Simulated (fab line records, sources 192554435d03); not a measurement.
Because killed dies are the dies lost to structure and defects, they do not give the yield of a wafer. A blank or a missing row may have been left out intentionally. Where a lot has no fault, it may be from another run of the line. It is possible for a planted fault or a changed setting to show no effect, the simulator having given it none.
Which of the tools did it? ; flow n5_finfet ; 10 lots, 30 wafers sampled, at 6 steps of a route of 1938

WHAT THE GAUGES READ, wafer by wafer
No reading from a measuring or inspecting step in the record can be judged against a usual standard deviation.

WHAT TOOL EACH LOT RAN ON (gives the tool, then ch and the chambers of the sampled wafers, and finally the start)
lot;N5_FIN_SAQP_MANDREL_ETCH_58;N5_FIN_SAQP_RECESS_63;N5_FIN_SAQP_HM_OPEN_33;N5_FIN_SAQP_HM_CD_35;N5_FIN_SAQP_ETCH_64;N5_PASSIVATION_PROBE_49
L358;rie_si-06 ch 2,3, day 2 18:34;vapor_etch-01 ch 0, day 2 18:38;rie_diel-03 ch 0,1,2, day 2 20:05;cd_sem-02, day 2 20:19;rie_si-01 ch 0,1, day 2 20:22;prober-01, day 12 20:53
L359;rie_si-05 ch 2,3, day 3 00:03;vapor_etch-01 ch 0,1, day 3 00:55;rie_diel-03 ch 0,1,2, day 3 02:40;cd_sem-03, day 3 02:53;rie_si-01 ch 1,3, day 3 02:56;prober-02, day 13 10:35
L360;rie_si-06 ch 2,3, day 3 06:49;vapor_etch-02 ch 0,1, day 3 06:53;rie_diel-04 ch 2,3, day 3 08:19;cd_sem-03, day 3 08:31;rie_si-05 ch 0,1,3, day 3 08:34;prober-01, day 13 22:59
L361;rie_si-06 ch 0,3, day 3 11:38;vapor_etch-01 ch 0,1, day 3 11:50;rie_diel-04 ch 1,2,3, day 3 13:08;cd_sem-01, day 3 13:22;rie_si-01 ch 0,1,3, day 3 13:25;prober-01, day 13 21:11
L371;rie_si-01 ch 0,1,3, day 6 01:50;vapor_etch-02 ch 0,1, day 6 02:02;rie_diel-05 ch 0,2,3, day 6 03:34;cd_sem-03, day 6 03:48;rie_si-01 ch 1,2,3, day 6 03:50;prober-01, day 16 14:52
L372;rie_si-01 ch 1,3, day 6 06:05;vapor_etch-01 ch 1, day 6 06:10;rie_diel-04 ch 0,1, day 6 07:30;cd_sem-01, day 6 07:43;rie_si-01 ch 0,2,3, day 6 07:46;prober-01, day 16 21:34
L373;rie_si-01 ch 0,1,3, day 6 11:56;vapor_etch-02 ch 0,1, day 6 12:01;rie_diel-03 ch 1,2, day 6 13:49;cd_sem-02, day 6 14:02;rie_si-06 ch 0,1,3, day 6 14:05;prober-02, day 16 18:54
L375;rie_si-01 ch 0,1,2, day 7 00:34;vapor_etch-01 ch 0,1, day 7 00:56;rie_diel-04 ch 1,2,3, day 7 02:36;cd_sem-01, day 7 02:49;rie_si-06 ch 1,2, day 7 02:52;prober-02, day 18 01:38
L377;rie_si-01 ch 1,3, day 7 11:34;vapor_etch-01 ch 0,1, day 7 11:38;rie_diel-05 ch 2,3, day 7 12:58;cd_sem-03, day 7 13:11;rie_si-01 ch 2,3, day 7 13:14;prober-01, day 18 05:55
L378;rie_si-05 ch 0,1,2, day 7 21:53;vapor_etch-01 ch 0,1, day 7 21:58;rie_diel-03 ch 0,1,2, day 7 23:26;cd_sem-01, day 7 23:40;rie_si-01 ch 0,1,3, day 7 23:43;prober-02, day 18 02:57
- N5_FIN_SAQP_MANDREL_ETCH_58: etches a-Si in HBr/Cl2, stops on SiNx, target depth 45 nm, bt time 10 s, time 27 s.
- N5_FIN_SAQP_RECESS_63: chemistry HF/NH3, target SiO2, target depth 18 nm, afs cycles 3, sublimation time 60 s.
- N5_FIN_SAQP_HM_OPEN_33: chemistry CH3F/O2, target SiNx, target depth 49.4 nm, time 70.6 s.
- N5_FIN_SAQP_HM_CD_35: target cd 8 nm.
- N5_FIN_SAQP_ETCH_64: etches SiO2 in CF4, target depth 1.5 nm.
- N5_PASSIVATION_PROBE_49

AS READ BY THE TOOLS THEMSELVES (means over the sampled wafers that have a number; for cases with no such wafer, the mark the record gives instead)
N5_FIN_SAQP_MANDREL_ETCH_58.
lot;tool;bias_w (W);drypump_motor_current_A (A);oes_product_au (a.u.);throttle_valve_pct (%)
L358;rie_si-06;74.94;5.9;0.689;35.8
L359;rie_si-05;75.07;6.0;0.692;35.5
L360;rie_si-06;74.95;5.9;0.691;35.8
L361;rie_si-06;75.20;5.5;0.701;35.7
L371;rie_si-01;75.10;5.9;0.695;35.4
L372;rie_si-01;75.00;5.8;0.687;35.1
L373;rie_si-01;74.80;5.9;0.692;35.4
L375;rie_si-01;74.80;6.1;0.698;35.3
L377;rie_si-01;74.90;5.8;0.692;35.4
L378;rie_si-05;75.00;5.9;0.692;35.5

N5_FIN_SAQP_RECESS_63.
lot;tool;drypump_motor_current_A (A);foreline_p_Torr (Torr)
L358;vapor_etch-01;6.0;0.1277
L359;vapor_etch-01;5.9;0.1278
L360;vapor_etch-02;5.2;0.1281
L361;vapor_etch-01;5.9;0.1274
L371;vapor_etch-02;5.2;0.1282
L372;vapor_etch-01;5.9;0.1276
L373;vapor_etch-02;5.2;0.1278
L375;vapor_etch-01;5.9;0.1285
L377;vapor_etch-01;5.9;0.1283
L378;vapor_etch-01;6.0;0.1286

N5_FIN_SAQP_HM_OPEN_33.
lot;tool;bias_w (W);drypump_motor_current_A (A);etch_rf_on_time_s (s);oes_ar_750_au (a.u.);oes_product_au (a.u.);rf_vpp_V (V);showerhead_plenum_p_Torr (Torr);throttle_valve_pct (%)
L358;rie_diel-03;72.89;6.0;68.8;0.82;0.70;297;2.02;16.35
L359;rie_diel-03;73.09;6.0;68.7;0.82;0.70;297;2.02;16.37
L360;rie_diel-04;73.15;6.2;70.6;0.78;0.66;297;1.97;16.35
L361;rie_diel-04;72.91;6.2;67.6;0.77;0.65;297;2.00;16.21
L371;rie_diel-05;72.88;6.0;71.3;0.71;0.59;289;1.94;16.28
L372;rie_diel-04;72.96;6.3;70.3;0.71;0.61;298;2.06;16.15
L373;rie_diel-03;73.21;6.4;68.5;0.83;0.71;295;2.00;16.29
L375;rie_diel-04;72.95;6.2;68.5;0.74;0.64;298;1.99;16.27
L377;rie_diel-05;72.93;6.0;71.3;0.71;0.59;292;1.94;16.38
L378;rie_diel-03;73.14;5.9;67.7;0.77;0.67;297;2.01;16.44

N5_FIN_SAQP_HM_CD_35.
lot;tool;cd_nm (nm)
L358;cd_sem-02;8.05
L359;cd_sem-03;7.96
L360;cd_sem-03;8.17
L361;cd_sem-01;8.22
L371;cd_sem-03;8.09
L372;cd_sem-01;8.12
L373;cd_sem-02;7.92
L375;cd_sem-01;8.01
L377;cd_sem-03;8.05
L378;cd_sem-01;7.93

N5_FIN_SAQP_ETCH_64.
lot;tool;bias_w (W);cf4_flow_sccm (sccm);drypump_motor_current_A (A);oes_product_au (a.u.);throttle_valve_pct (%)
L358;rie_si-01;399.8;79.95;5.9;1.003;21.6
L359;rie_si-01;400.1;80.17;5.8;1.003;21.5
L360;rie_si-05;400.1;80.12;5.5;1.006;21.6
L361;rie_si-01;400.3;79.65;5.9;0.991;21.8
L371;rie_si-01;399.5;79.97;6.0;1.004;21.7
L372;rie_si-01;400.2;79.65;6.2;0.994;21.9
L373;rie_si-06;399.9;80.00;5.8;1.009;21.8
L375;rie_si-06;399.2;80.31;5.9;1.041;21.6
L377;rie_si-01;400.3;79.97;6.0;0.998;21.9
L378;rie_si-01;400.0;79.92;5.9;0.992;21.8

N5_PASSIVATION_PROBE_49.
lot;tool;killed_at_M0_to_M3;killed_at_M4_up;killed_at_contacts;killed_at_front_end;killed_at_other;killed_dies;killed_open;killed_short
L358;prober-01;47;19;5;40;2;113;73;36
L359;prober-02;21;8;11;35;9;84;59;23
L360;prober-01;30;13;13;26;6;89;59;30
L361;prober-01;34;9;9;54;3;109;73;36
L371;prober-01;48;19;12;34;1;115;82;32
L372;prober-01;29;7;24;57;3;120;78;40
L373;prober-02;35;24;19;32;1;111;79;31
L375;prober-02;55;10;11;33;7;116;78;37
L377;prober-01;36;13;17;31;1;99;68;31
L378;prober-02;33;16;16;46;1;112;75;35

THE ANSWER, worked out from the rows above alone
Rule: what is usual is taken from the lots themselves. Put in order of their means at a reading, lots are off if they are a third of the lots or fewer, leave a main group of 4 or more, and stand apart from it by a gap of 3 or more times the standard deviation of the main group's means; of several such gaps the widest counts. A main group whose means are all the same, to the digits that the tables above print for the reading, isn't used. A lot without any number at a reading at which 4 lots or more have one is off too. All remaining lots with rows at the step are treated as sound. First the gauges in route order, then the tools' own readings, where a lot's mean is used as printed above. The first step at which some lot is off is used, and at that step the reading that is off furthest; a lot without a number counts as furthest.
Off: L361 (N5_FIN_SAQP_MANDREL_ETCH_58, drypump_motor_current_A). For the main group the mean is 5.9 A and the standard deviation 0.087.
If a tool, at that step or one of the process steps before it, ran each lot that is off and ran no sound lot following the first of them, it fits. One fits: rie_si-06 at N5_FIN_SAQP_MANDREL_ETCH_58. Its last sound lot is L360 (day 3 06:49), its first lot that is off L361 (day 3 11:38): a fault that began between those two fits.

WHAT HAD BEEN PUT IN BY THE SIMULATOR
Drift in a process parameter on rie_si-06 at N5_FIN_SAQP_MANDREL_ETCH_58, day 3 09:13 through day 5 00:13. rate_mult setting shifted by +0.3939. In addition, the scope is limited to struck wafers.
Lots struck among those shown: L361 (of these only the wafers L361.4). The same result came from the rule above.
